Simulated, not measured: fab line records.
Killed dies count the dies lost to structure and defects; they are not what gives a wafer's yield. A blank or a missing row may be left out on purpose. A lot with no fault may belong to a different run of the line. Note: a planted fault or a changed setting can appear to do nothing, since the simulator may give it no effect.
Struck lot and sound lot, side by side -- flow n5_finfet -- 38 steps out of a route of 1938
Sound: these wafers, L283.1, L283.2, L283.5. Struck: wafer L304.1 (left out: L304.5, L304.6 of the same lot, which were not struck); the cause appears at the end.
For every step that has rows: the tool of each side, followed by ch and its chambers, followed by its first start. Under that, the readings that differ: sound wafers -- struck wafers -- difference of the means -- sigmas: that difference in standard deviations of wafers without a fault.
alike: readings with means less than 2 such deviations apart, plus words and numbers identical on both sides. not compared: withheld readings, readings lacking a value on some wafer, bounds such as >300 that could conceal the same value, and numbers that have no deviation in the record and whose values overlap.
The two part at a step that has a row with sigmas, a row that says differs or no value, or rows on one side only. Numbers that have no deviation but don't overlap get no sigmas and don't part them. Lack of a reading on every wafer of one side parts them only where that side has two or more wafers.

first, 12 steps without rows for these wafers: N5_SDB_ETCH_18 (etches SOC in N2/H2, target depth 100 nm, overetch 20 nm, time 150 s); N5_SDB_STRIP_19 (strips in N2/H2); N5_SDB_STRIP_21 (strips in CF4); N5_SDB_HM_OPEN_20 (chemistry CH3F/O2, target SiNx, stops on poly-Si, target depth 24 nm); N5_SDB_STRIP_22 (strips in N2/H2); N5_SDB_PRECLEAN_23 (cleans in dHF, time 30 s); N5_SDB_DUMMY_REMOVE_24 (chemistry TMAH, target poly-Si, stops on SiO2, target depth 142 nm, time 57 s, rinse time 30 s); N5_SDB_ETCH_25 (etches SiO2 in C4F6/O2, target depth 10 nm, time 3.3 s); N5_SDB_CUT_ETCH_26 (etches Si in HBr/Cl2/O2, target depth 129.6 nm, bt time 20 s, time 51.8 s); N5_SDB_PRECLEAN_38 (cleans in dHF, time 10 s); N5_SDB_PRECLEAN_39 (cleans in O3/DIW, time 45 s); N5_SDB_SRD_28 (time 30 s).
N5_SDB_ALD_29: deposits SiNx, target thk 30 nm, pulse time 1 s, ald cycles 600.
  sound on ald_sin-03 ch 1,2,3, day 4 01:59; struck on ald_sin-03 ch 2, day 9 06:59
reading,sound,struck,difference,sigmas
ald_cycles,600 600 600,687,+87,
precursor_pulse_height_rel,1.001 1.019 0.997,0.952,-0.054,-3
model.SiNx_of_SDB_ALD_29.thk_nm (nm),29.8 30 30,34.4,+4.5,
  alike: heater_power_outer_w, heater_power_w
then, 23 steps without rows for these wafers: N5_SDB_CMP_30 (polishes, stops on poly-Si, t overpolish 1.54 s, target thk 30 nm); N5_DUMMY_REMOVAL_HM_STRIP_01 (strips SiNx in CH3F/O2, stops on poly-Si, target depth 4 nm, time 6.8 s); N5_DUMMY_REMOVAL_STRIP_10 (strips in N2/H2, time 40 s); N5_DUMMY_REMOVAL_PRECLEAN_07 (cleans in dHF, time 30 s); N5_DUMMY_REMOVAL_DUMMY_REMOVE_02 (chemistry TMAH, target poly-Si, stops on SiO2, target depth 142 nm, time 57 s, rinse time 30 s); N5_DUMMY_REMOVAL_PRECLEAN_08 (cleans in NF3:NH3, afs cycles 2, time 20 s, sublimation time 60 s); N5_DUMMY_REMOVAL_PRECLEAN_04 (cleans in DHF, time 37 s); N5_DUMMY_REMOVAL_SRD_05 (time 30 s); N5_HKMG_FIN_IL_REGROW_00 (material SiO2, chemistry O3, target thk 0.75 nm, time 30 s); N5_HKMG_FIN_HK_ALD_01 (deposits HfO2, target thk 1.6 nm, pulse time 3 s, purge time 3 s); N5_HKMG_FIN_HK_ANNEAL_02 (time 30 s); N5_HKMG_FIN_ALD_74 (deposits La2O3, target thk 0.5 nm, pulse time 6 s, co reactant pulse time 1 s); N5_HKMG_FIN_ALD_75 (deposits Al2O3, target thk 1 nm, co reactant pulse time 1 s); N5_HKMG_FIN_COAT_41 (time 60 s, resist thk 300 nm); N5_HKMG_FIN_COAT_42 (time 60 s, resist thk 35 nm); N5_HKMG_FIN_COAT_43 (resist thk 90 nm); N5_HKMG_FIN_EBR_45; N5_HKMG_FIN_SOFTBAKE_44 (time 60 s); N5_HKMG_FIN_EXPOSE_46 (exposes mask NDIPOLE); N5_HKMG_FIN_PEB_47 (peb time 60 s); N5_HKMG_FIN_DEVELOP_48 (develop time 30 s); N5_HKMG_FIN_DESCUM_53 (chemistry O2, time 7.9 s); N5_HKMG_FIN_ETCH_54 (etches SiARC in CF4, target depth 45.5 nm, time 75.8 s).
N5_GATE_CUT_ETCH_58: etches SiNx in CH3F/O2, target depth 17 nm, time 128.6 s.
  sound on rie_diel-02 ch 1,2,3, day 4 15:30; struck on rie_diel-04 ch 2, day 9 20:28
reading,sound,struck,difference,sigmas
model.SiNx_of_SDB_ALD_29.thk_nm (nm),24.4 24.4 24.6,23.8,-0.7,
  alike: drypump_motor_current_A, oes_product_au, rf_vpp_V, showerhead_plenum_p_Torr, throttle_valve_pct
  not compared: rf_hours_counter_h
-- record jumps: 4 days separate the struck wafers' starts on either side; left off in module GATE_CUT, taken up again in module BEOL_M4, whose first shown step is the route's number 1111 --
N5_BEOL_M4_RC_MEAS_101:
  sound on prober-02 ch 0, day 8 01:46; struck on prober-02 ch 0, day 13 23:58
  alike: DIBL_N, DIBL_P, IOFF_N, IOFF_P, ION_N, ION_P, SS_N, SS_P, VT_N, VT_P

WHERE THEY PART
At N5_SDB_ALD_29 and nowhere else, as far as this record goes. Later steps at which nothing parts them and some readings are alike: N5_GATE_CUT_ETCH_58, N5_BEOL_M4_RC_MEAS_101.

WHY: the cause the simulator had injected
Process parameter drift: ald_sin-03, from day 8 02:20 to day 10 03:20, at N5_SDB_ALD_29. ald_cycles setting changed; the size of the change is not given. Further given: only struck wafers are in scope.
